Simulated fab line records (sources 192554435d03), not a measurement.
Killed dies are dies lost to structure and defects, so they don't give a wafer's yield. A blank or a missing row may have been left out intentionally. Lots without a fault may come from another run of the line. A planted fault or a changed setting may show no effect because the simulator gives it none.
Chamber matching    flow n5-finfet    N5_HKMG_FIN_PWFM_ALD_03 on ald-metal-02: 4 sister chambers
The step deposits TiN, target thk 2 nm, pulse time 1 s, purge time 3 s. 18 wafers are shown with their chamber, then 9 later ones without.

WAFERS WITH THEIR CHAMBER
wafer   chamber  heater-power-w (W)  precursor-pulse-height-rel  susceptor-temp-C (C)
L074.2  1        833                 1.024                       399.97
L074.4  0        919                 0.969                       400.31
L074.6  1        791                 0.980                       400.19
L082.3  0        927                 0.979                       399.87
L082.5  2        797                 0.974                       399.82
L082.6  3        988                 0.978                       400.03
L083.1  1        812                 1.016                       399.80
L083.3  0        907                 0.966                       399.77
L083.5  1        803                 1.013                       400.37
L087.1  2        781                 0.990                       399.89
L087.2  3        1020                0.955                       399.60
L087.5  2        814                 1.005                       399.98
L088.1  1        812                 1.003                       400.14
L088.3  0        921                 1.018                       400.08
L088.6  2        798                 1.048                       400.04
L089.2  2        788                 0.984                       399.66
L089.3  1        806                 1.015                       399.83
L089.5  0        897                 1.017                       400.16

SIGNATURES (averages over the wafers above)
reading                     chamber 0  chamber 1  chamber 2  chamber 3  scatter within a chamber
heater-power-w              914.20     809.50     795.60     1004.00    13.8
precursor-pulse-height-rel  0.98980    1.00850    1.00020    0.96650    0.0231
susceptor-temp-C            400.0380   400.0500   399.8780   399.8150   0.21
Rule: for each reading, subtract the chamber's mean from the wafer's reading, divide by that reading's scatter and square the result; add these up over the readings and take the root, which gives the wafer's distance from the chamber. If the next closest chamber is less than 2 further off than the closest, the wafer can't be placed; otherwise it belongs to the closest. How the scatter is found: for the shown wafers, subtract from each reading the mean of its chamber, square and add these, divide the total by (wafers less chambers), then take the root.

WAFERS WHOSE CHAMBER IS MISSING
wafer   heater-power-w (W)  precursor-pulse-height-rel  susceptor-temp-C (C)
L094.1  1007                1.002                       399.77
L094.2  838                 0.987                       400.30
L094.6  1035                1.019                       400.01
L096.1  793                 0.994                       400.25
L096.2  904                 1.040                       399.69
L096.4  806                 1.042                       399.87
L097.1  925                 0.958                       400.22
L097.2  821                 0.979                       400.06
L097.4  1020                1.018                       400.30

THE CHAMBER EACH PASSED THROUGH
wafer   from the rows above      in truth
L094.1  3                        3
L094.2  can't be placed: 1 or 2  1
L094.6  3                        3
L096.1  can't be placed: 1 or 2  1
L096.2  0                        0
L096.4  can't be placed: 1 or 2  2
L097.1  0                        0
L097.2  can't be placed: 1 or 2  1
L097.4  3                        3
Placed correctly: 5 of 9. Can't be placed from these rows: 4 (the true chamber is among the candidates in 4). Placed wrongly: 0.
